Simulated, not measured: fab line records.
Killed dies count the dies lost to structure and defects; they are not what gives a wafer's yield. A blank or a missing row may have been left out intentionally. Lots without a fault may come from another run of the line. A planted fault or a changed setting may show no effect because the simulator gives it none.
Matching of chambers -- flow n5_finfet -- pecvd-01 running N5_BEOL_M0_SAQP_PECVD_04: 3 sister chambers
The step deposits a-Si from SiH4/He, target thk 60 nm, time 60.2 s. 3 wafers are shown with their chamber, then 10 later ones without.

EACH WAFER AND ITS CHAMBER
wafer,chamber,showerhead_plenum_p_Torr (Torr)
L085.6,2,5.70
L086.3,1,5.75
L086.5,0,5.65

WAFERS MISSING THEIR CHAMBER
wafer,showerhead_plenum_p_Torr (Torr)
L086.6,5.69
L088.1,5.76
L088.5,5.71
L088.6,5.76
L094.1,5.71
L094.3,5.67
L094.4,5.66
L095.1,5.76
L095.3,5.66
L095.6,5.70

WHICH CHAMBER EACH ONE RAN IN
wafer,from the rows above,in truth
L086.6,2,2
L088.1,1,1
L088.5,2,2
L088.6,1,1
L094.1,2,2
L094.3,can't be placed: 0 or 2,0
L094.4,0,0
L095.1,1,1
L095.3,0,0
L095.6,2,2
Correctly placed: 9 of 10. These rows do not allow placing 1 (true chamber among the candidates in 1). Wrongly placed: 0.
How it was worked out, from the rows above alone: a wafer's distance from a chamber is the root of the sum, over the readings, of the square of ((its reading less the chamber's mean) divided by the reading's scatter). If the next closest chamber is less than 2 further off than the closest, the wafer can't be placed; otherwise it belongs to the closest. Each chamber's mean is taken over the wafers shown for it. The scatter (one wafer shown for each chamber): square how far every hidden wafer sits from the nearest shown wafer, average those squares and take the square root.
